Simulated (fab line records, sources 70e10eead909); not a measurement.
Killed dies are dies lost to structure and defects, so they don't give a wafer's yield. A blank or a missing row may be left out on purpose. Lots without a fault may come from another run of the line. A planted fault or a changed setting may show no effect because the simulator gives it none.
Which tool did it? | flow nand_harc | 12 lots, 36 wafers sampled, at 6 steps of a route of 1159

WHAT THE GAUGES READ, wafer by wafer
NHARC_P_START_INSPECT_01. Usual: raw_defect_count 3.5, standard deviation 1.8.
lot  | measured    | on                | raw_defect_count | flag
L534 | day 1 12:02 | defect_inspect-01 | 3 2 1            |
L535 | day 1 18:02 | defect_inspect-01 | 3 3 1            |
L537 | day 2 06:02 | defect_inspect-02 | 4 5 4            |
L547 | day 4 18:02 | defect_inspect-02 | 4 5 2            |
L549 | day 5 06:02 | defect_inspect-01 | 4 0 3            |
L550 | day 5 12:03 | defect_inspect-02 | 5 3 5            |
L551 | day 5 18:02 | defect_inspect-02 | 3 2 2            |
L552 | day 6 00:02 | defect_inspect-01 | 4 5 1            |
L554 | day 6 12:03 | defect_inspect-01 | 4 4 4            |
L555 | day 6 18:02 | defect_inspect-02 | 2 5 4            |
L556 | day 7 00:02 | defect_inspect-02 | 7 4 1            |
L557 | day 7 06:02 | defect_inspect-02 | 0 2 6            |

NHARC_P_ZERO_WELL_CD_MEAS_52: target cd 2000 nm. Usual: cd_nm 1999.5 nm, standard deviation 1.7.
lot  | measured    | on        | cd_nm (nm)           | flag
L534 | day 1 17:52 | cd_sem-01 | 1998.6 2001.4 1997.4 |
L535 | day 1 23:54 | cd_sem-01 | 1997.7 2000.9 1997.3 |
L537 | day 2 11:47 | cd_sem-02 | - - -                | OFF
L547 | day 4 23:55 | cd_sem-01 | 1999.7 1999.1 1999.1 |
L549 | day 5 11:53 | cd_sem-01 | 2000.1 1998.6 2000.8 |
L550 | day 5 17:48 | cd_sem-01 | 1999.2 1999.7 1999.4 |
L551 | day 6 00:12 | cd_sem-02 | 1998.4 2001.0 2001.7 |
L552 | day 6 05:54 | cd_sem-03 | 2001.1 1997.8 1998.9 |
L554 | day 6 17:42 | cd_sem-02 | 1998.7 1998.1 2000.7 |
L555 | day 7 00:01 | cd_sem-02 | 2001.7 1997.6 1998.7 |
L556 | day 7 05:51 | cd_sem-02 | 2000.4 1999.6 1999.3 |
L557 | day 7 12:01 | cd_sem-01 | 1998.7 2001.8 1998.4 |

NHARC_P_STI_OCD_MEAS_43. Usual: trench_depth_nm 301 nm, standard deviation 4.2; trench_foot_cd_nm 156.4 nm, standard deviation 2.5.
lot  | measured    | on     | trench_depth_nm (nm) | trench_foot_cd_nm (nm) | flag
L534 | day 2 15:07 | ocd-02 | 296 303 291          | 156.8 159.8 155.5      |
L535 | day 2 15:11 | ocd-01 | 310 308 308          | 155.0 157.2 159.3      |
L547 | day 5 21:38 | ocd-01 | 295 305 297          | 159.5 162.4 160.6      |
L549 | day 6 06:34 | ocd-01 | 299 302 304          | 154.5 153.5 158.7      |
L550 | day 6 12:22 | ocd-01 | 295 303 299          | 157.5 159.5 159.1      |
L551 | day 6 22:50 | ocd-01 | 295 294 295          | 159.3 160.9 157.6      |
L552 | day 6 22:40 | ocd-02 | 307 300 299          | 153.4 158.4 155.4      |
L554 | day 7 13:17 | ocd-02 | 299 296 301          | 155.4 156.1 157.7      |
L555 | day 7 23:34 | ocd-02 | 303 299 304          | 156.2 159.0 158.8      |
L556 | day 7 23:23 | ocd-01 | 299 299 298          | 155.8 155.5 157.5      |
L557 | day 8 07:56 | ocd-02 | 301 299 304          | 155.0 156.3 152.7      |

NHARC_END_SORT_01. Usual: killed_at_array 29, standard deviation 10; killed_at_other 0.7, standard deviation 1.1; killed_at_periphery 3.2, standard deviation 2.2; killed_dies 33, standard deviation 11; killed_open 3.5, standard deviation 1.8; killed_short 2.0, standard deviation 1.4.
lot  | measured     | on        | killed_at_array | killed_at_other | killed_at_periphery | killed_dies | killed_open | killed_short | flag
L534 | day 20 11:44 | prober-02 | 14 20 17        | 0 0 1           | 3 3 5               | 17 23 23    | 3 5 2       | 1 5 1        |
L537 | day 21 10:09 | prober-01 | 29 40 23        | 0 0 0           | 648 637 654         | 677 677 677 | 3 4 4       | 0 4 1        | OFF
L547 | day 23 06:19 | prober-02 | 26 18 19        | 0 0 1           | 3 0 1               | 29 18 21    | 3 2 3       | 4 1 1        |
L549 | day 23 14:08 | prober-02 | 38 39 42        | 0 0 0           | 1 4 7               | 39 43 49    | 2 1 9       | 0 1 2        |
L550 | day 23 08:43 | prober-01 | 23 30 23        | 2 3 3           | 3 1 3               | 28 34 29    | 5 2 5       | 1 1 1        |
L551 | day 24 06:42 | prober-01 | 15 12 6         | 0 0 2           | 2 2 1               | 17 14 9     | 6 2 2       | 5 1 1        |
L552 | day 24 09:04 | prober-02 | 32 38 46        | 0 0 0           | 3 2 3               | 35 40 49    | 2 5 3       | 3 1 2        |
L554 | day 24 16:58 | prober-01 | 37 39 35        | 0 0 0           | 1 1 4               | 38 40 39    | 4 7 6       | 3 2 3        |
L555 | day 24 22:14 | prober-02 | 41 43 25        | 0 2 0           | 2 3 1               | 43 48 26    | 3 2 2       | 2 2 1        |

WHICH TOOL RAN EACH LOT (tool, then ch and the chambers of the sampled wafers, then the start)
lot  | NHARC_P_ZERO_WELL_EXPOSE_49      | NHARC_P_GATE_ETCH_32
L534 | krf_scanner-04 ch 0, day 1 17:42 | rie_si-03 ch 0,1,3, day 5 00:05
L535 | krf_scanner-02 ch 0, day 1 23:45 | rie_si-04 ch 2,3, day 5 00:02
L537 | krf_scanner-01 ch 0, day 2 11:38 | -
L547 | krf_scanner-01 ch 0, day 4 23:45 | rie_si-06 ch 1,2,3, day 8 02:45
L549 | krf_scanner-01 ch 0, day 5 11:43 | rie_si-06 ch 0,1,3, day 8 12:05
L550 | krf_scanner-01 ch 0, day 5 17:39 | rie_si-06 ch 0,2,3, day 8 13:11
L551 | krf_scanner-04 ch 0, day 6 00:02 | rie_si-04 ch 2,3, day 9 07:25
L552 | krf_scanner-01 ch 0, day 6 05:45 | rie_si-03 ch 0,1,3, day 9 08:05
L554 | krf_scanner-04 ch 0, day 6 17:34 | rie_si-04 ch 1,2, day 9 15:09
L555 | krf_scanner-01 ch 0, day 6 23:51 | rie_si-04 ch 1,2,3, day 10 05:18
L556 | krf_scanner-01 ch 0, day 7 05:42 | rie_si-06 ch 0,1,3, day 10 05:02
L557 | krf_scanner-02 ch 0, day 7 11:52 | rie_si-03 ch 0,1,3, day 10 12:19
- NHARC_P_ZERO_WELL_EXPOSE_49: exposes mask P HVPW, target cd 2000 nm.
- NHARC_P_GATE_ETCH_32: etches the open film in HBr/Cl2, target depth 150 nm, time 100.1 s.

WHAT THE TOOLS THEMSELVES READ (means of the sampled wafers that have a number; where no wafer has one, the mark that the record gives instead)
NHARC_P_ZERO_WELL_EXPOSE_49. Usual: reticle_temp_C 22.98 C, standard deviation 0.11.
lot  | tool           | reticle_temp_C (C) | flag
L534 | krf_scanner-04 | 22.98              |
L535 | krf_scanner-02 | 23.10              |
L537 | krf_scanner-01 | 22.99              |
L547 | krf_scanner-01 | 23.05              |
L549 | krf_scanner-01 | 22.93              |
L550 | krf_scanner-01 | 22.94              |
L551 | krf_scanner-04 | 23.02              |
L552 | krf_scanner-01 | 22.97              |
L554 | krf_scanner-04 | 22.94              |
L555 | krf_scanner-01 | 23.02              |
L556 | krf_scanner-01 | 23.12              |
L557 | krf_scanner-02 | 22.90              |

NHARC_P_GATE_ETCH_32. Usual: chamber_pressure_mTorr 14.999 mTorr, standard deviation 0.012; drypump_motor_current_A 5.8 A, standard deviation 0.55; oes_product_au 1.003 a.u., standard deviation 0.011; throttle_valve_pct 26.406 %, standard deviation 0.0096.
lot  | tool      | chamber_pressure_mTorr (mTorr) | drypump_motor_current_A (A) | oes_product_au (a.u.) | throttle_valve_pct (%) | flag
L534 | rie_si-03 | 15.000                         | 5.7                         | 1.016                 | 26.402                 |
L535 | rie_si-04 | 15.009                         | 6.0                         | 0.995                 | 26.407                 |
L547 | rie_si-06 | 15.001                         | 5.5                         | 1.001                 | 26.402                 |
L549 | rie_si-06 | 14.997                         | 5.9                         | 1.000                 | 26.398                 |
L550 | rie_si-06 | 14.997                         | 5.9                         | 0.996                 | 26.407                 |
L551 | rie_si-04 | 15.004                         | 6.2                         | 1.003                 | 26.411                 |
L552 | rie_si-03 | 15.007                         | 5.7                         | 1.007                 | 26.403                 |
L554 | rie_si-04 | 15.003                         | 6.2                         | 1.013                 | 26.410                 |
L555 | rie_si-04 | 14.994                         | 5.9                         | 1.011                 | 26.408                 |
L556 | rie_si-06 | 14.992                         | 5.9                         | 0.993                 | 26.404                 |
L557 | rie_si-03 | 14.997                         | 5.7                         | 0.997                 | 26.409                 |

THE ANSWER, worked out from the rows above alone
Rule: a lot is off if the mean of its wafers that have a number lies more than 3 standard deviations from the usual mean. A lot without any number at a reading at which 4 lots or more have one is off too. The other lots that the step has rows for count as sound. The gauges are gone through in route order, then the tools' own readings, and for those a lot's mean is taken as printed above. The first step at which some lot is off is used, and at that step the reading that is off furthest; a lot without a number counts as furthest.
Off: L537, at NHARC_P_ZERO_WELL_CD_MEAS_52 (cd_nm). Without a number there: L537.
A tool fits if, at a process step before that reading, it ran every lot that is off, and no sound lot after the first of them. The gauges at NHARC_P_ZERO_WELL_CD_MEAS_52 aren't tried: what is off there is off at NHARC_END_SORT_01 too, on other tools, and a gauge's error can't cause that. None of those tried fits.

WHAT THE SIMULATOR HAD PUT IN
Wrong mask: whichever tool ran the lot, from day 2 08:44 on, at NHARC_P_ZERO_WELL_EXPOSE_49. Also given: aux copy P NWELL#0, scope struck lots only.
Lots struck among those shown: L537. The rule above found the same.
